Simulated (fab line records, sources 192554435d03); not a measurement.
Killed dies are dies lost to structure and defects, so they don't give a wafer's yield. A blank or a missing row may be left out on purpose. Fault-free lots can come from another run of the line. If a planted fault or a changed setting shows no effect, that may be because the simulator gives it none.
Struck lot and sound lot, side by side / flow n5_finfet / 45 out of 1938 route steps
Sound: the wafers L304.2, L304.5, L304.6. Struck: wafer L305.6. Last of all comes the cause.
Per side, at each step with rows, come the tool, then ch with its chambers, and then its first start. Under that, the readings that differ: sound wafers / struck wafers / difference of the means / sigmas: that difference in standard deviations of wafers without a fault.
alike: readings whose means differ by less than 2 such deviations, and words and numbers that are the same on both sides. not compared: withheld readings, readings that some wafer has no value for, bounds like >300 that may hide the same value, and numbers for which the record gives no deviation and whose values overlap.
Wherever a step has rows on one side only, a row that says differs or no value, or a row with sigmas, the two part there. Numbers that don't overlap but have no deviation are shown without sigmas and don't part them. Lack of a reading on every wafer of one side parts them only where that side has two or more wafers.

first, 3 steps without rows for these wafers: N5_PMOS_HMC_CHANNEL_EPI_HM_STRIP_35 (strips SiO2 in dHF, material SiO2, target depth 39.6 nm, time 216 s); N5_PMOS_HMC_CHANNEL_EPI_SRD_39 (time 30 s); N5_PMOS_HMC_CHANNEL_EPI_CMP_21 (polishes SiGe30, target thk 54 nm).
N5_PMOS_HMC_CHANNEL_EPI_THK_MEAS_22:
  struck on film_metro-01, day 2 19:37; sound on film_metro-02, day 2 14:11
  alike: HMC_CMP_THK
then, 5 steps without rows for these wafers: N5_PMOS_HMC_CHANNEL_EPI_PRECLEAN_40 (cleans in DHF, time 30 s); N5_PMOS_HMC_CHANNEL_EPI_PRECLEAN_37 (cleans in O3/DIW, time 45 s); N5_PMOS_HMC_CHANNEL_EPI_PRECLEAN_24 (cleans in DHF, time 30 s); N5_PMOS_HMC_CHANNEL_EPI_SRD_25 (time 30 s); N5_PMOS_HMC_CHANNEL_EPI_EPI_26 (deposits Si from SiH4/H2, target thk 3.8 nm, time 22.7 s).
N5_PMOS_HMC_CHANNEL_EPI_INSPECT_30: inspects for defects (darkfield).
  struck on defect_inspect-01, day 2 20:12; sound on defect_inspect-02, day 2 14:40
  alike: raw_defect_count
then, 1 step without rows for these wafers: N5_FIN_SAQP_PRECLEAN_42 (cleans in O3/DIW, time 60 s).
N5_FIN_SAQP_PRECLEAN_00: cleans in SC1, time 60 s.
  sound on wet_bench-05 ch 0,6,7, day 2 14:43; struck on wet_bench-05 ch 2, day 2 20:14
  alike: bath_guard_temp_C
then, 2 steps without rows for these wafers: N5_FIN_SAQP_PRECLEAN_44 (cleans in SC2, time 45 s); N5_FIN_SAQP_SRD_01 (time 30 s).
N5_FIN_SAQP_ALD_61: deposits SiO2, target thk 4 nm, pulse time 1 s, purge time 2 s.
  sound on ald_sin-04 ch 0,1,2, day 2 15:33; struck on ald_sin-02 ch 2, day 2 20:24
reading=heater_power_w (W); sound=501 460 559; struck=339; difference=-168; sigmas=-3
  alike: precursor_pulse_height_rel
then, 2 steps without rows for these wafers: N5_FIN_SAQP_DENSIFY_62 (time 60 s); N5_FIN_SAQP_HM_DEP_03 (deposits SiNx from SiH4/NH3/N2, target thk 38 nm, time 33.6 s).
N5_FIN_SAQP_THK_MEAS_05:
  struck on film_metro-02, day 2 20:53; sound on film_metro-02, day 2 16:04
  alike: thk_nm
N5_FIN_SAQP_PECVD_47: deposits a-Si from SiH4/He, target thk 45 nm, time 36.3 s.
  sound on pecvd-03 ch 0,1, day 2 16:06; struck on pecvd-04 ch 2, day 2 20:56
  alike: heater_power_w, showerhead_plenum_p_Torr, throttle_valve_pct
then, 2 steps without rows for these wafers: N5_FIN_SAQP_PECVD_48 (deposits SiNx from SiH4/NH3/N2, target thk 25 nm, time 22.1 s); N5_FIN_SAQP_PECVD_06 (deposits a-Si from SiH4/He, target thk 60 nm, time 48.1 s).
N5_FIN_SAQP_THK_MEAS_07:
  struck on film_metro-01, day 2 21:05; sound on film_metro-02, day 2 16:20
  alike: thk_nm
N5_FIN_SAQP_HM_DEP_72: deposits SiO2 from SiH4/N2O, target thk 12 nm, time 7.2 s.
  sound on pecvd-04 ch 0,1,2, day 2 16:22; struck on pecvd-01 ch 1, day 2 21:08
reading=heater_power_w (W); sound=675 733 675; struck=854; difference=+160; sigmas=+2
  alike: showerhead_plenum_p_Torr
then, 8 steps without rows for these wafers: N5_FIN_SAQP_COAT_49 (time 60 s, resist thk 100 nm); N5_FIN_SAQP_COAT_50 (time 60 s, resist thk 35 nm); N5_FIN_SAQP_COAT_10 (resist thk 90 nm); N5_FIN_SAQP_EBR_12; N5_FIN_SAQP_SOFTBAKE_11 (time 60 s); N5_FIN_SAQP_EXPOSE_13 (exposes mask FIN CORE, target cd 35.6 nm); N5_FIN_SAQP_PEB_14 (peb time 60 s); N5_FIN_SAQP_DEVELOP_15 (develop time 30 s).
N5_FIN_SAQP_CD_MEAS_16 targets a cd of 35.6 nm.
  sound on cd_sem-01 ch 0, day 2 16:49; struck on cd_sem-02 ch 0, day 2 21:27
  alike: cd_nm
N5_FIN_SAQP_OVL_MEAS_17:
  sound on overlay-02 ch 0, day 2 16:52; struck on overlay-02 ch 0, day 2 21:29
  alike: FIN_CORE_OVL
N5_FIN_SAQP_INSPECT_18: inspects for defects (brightfield).
  struck on defect_inspect-02, day 2 21:30; sound on defect_inspect-02, day 2 16:53
reading=raw_defect_count; sound=318 388 356; struck=820; difference=+466; sigmas=+4
N5_FIN_SAQP_DESCUM_21: chemistry O2, time 7.9 s.
  sound on rie_diel-03 ch 0,2,3, day 2 17:01; struck on rie_diel-03 ch 2, day 2 21:33
reading=rf_vpp_V (V); sound=242.9 244.7 245.8; struck=241.2; difference=-3.3; sigmas=-2
  alike: drypump_motor_current_A, oes_product_au, showerhead_plenum_p_Torr, throttle_valve_pct
  not compared: rf_hours_counter_h
N5_FIN_SAQP_ETCH_51: etches SiARC in CF4, target depth 45.5 nm, time 75.8 s.
  sound on rie_diel-03 ch 0,2,3, day 2 17:03; struck on rie_diel-03 ch 2, day 2 21:36
  alike: drypump_motor_current_A, etch_rf_on_time_s, oes_product_au, rf_vpp_V, showerhead_plenum_p_Torr, throttle_valve_pct
  not compared: rf_hours_counter_h
then, 5 steps without rows for these wafers: N5_FIN_SAQP_ETCH_52 (etches SOC in N2/H2, target depth 100 nm, overetch 20 nm, time 150 s); N5_FIN_SAQP_STRIP_53 (strips in N2/H2); N5_FIN_SAQP_HM_OPEN_73 (chemistry CHF3/O2, target SiO2, stops on a-Si, target depth 12 nm, time 16.8 s); N5_FIN_SAQP_STRIP_74 (strips in CHF3/O2); N5_FIN_SAQP_MANDREL_ETCH_22 (etches a-Si in HBr/Cl2, stops on SiNx, target depth 60 nm, bt time 10 s, time 30 s).
N5_FIN_SAQP_INSPECT_40: inspects for defects (brightfield).
  struck on defect_inspect-02, day 3 01:41; sound on defect_inspect-02, day 2 21:38
reading=raw_defect_count; sound=203 205 186; struck=779; difference=+581; sigmas=+10
N5_FIN_CUT_INSPECT_10: inspects for defects (brightfield).
  struck on defect_inspect-02, day 3 02:05; sound on defect_inspect-02, day 2 22:01
reading=raw_defect_count; sound=46 41 31; struck=579; difference=+540; sigmas=+42
N5_FIN_CUT_INSPECT_17: inspects for defects (brightfield).
  struck on defect_inspect-02, day 3 03:01; sound on defect_inspect-01, day 2 22:59
reading=raw_defect_count; sound=225 199 199; struck=748; difference=+540; sigmas=+9
following that, these wafers have no rows for 1 step: N5_PASSIVATION_PROBE_49.

WHERE THEY PART
At N5_FIN_SAQP_ALD_61 first; at N5_FIN_CUT_INSPECT_17 last (within this record only).

WHY: what had been put in by the simulator
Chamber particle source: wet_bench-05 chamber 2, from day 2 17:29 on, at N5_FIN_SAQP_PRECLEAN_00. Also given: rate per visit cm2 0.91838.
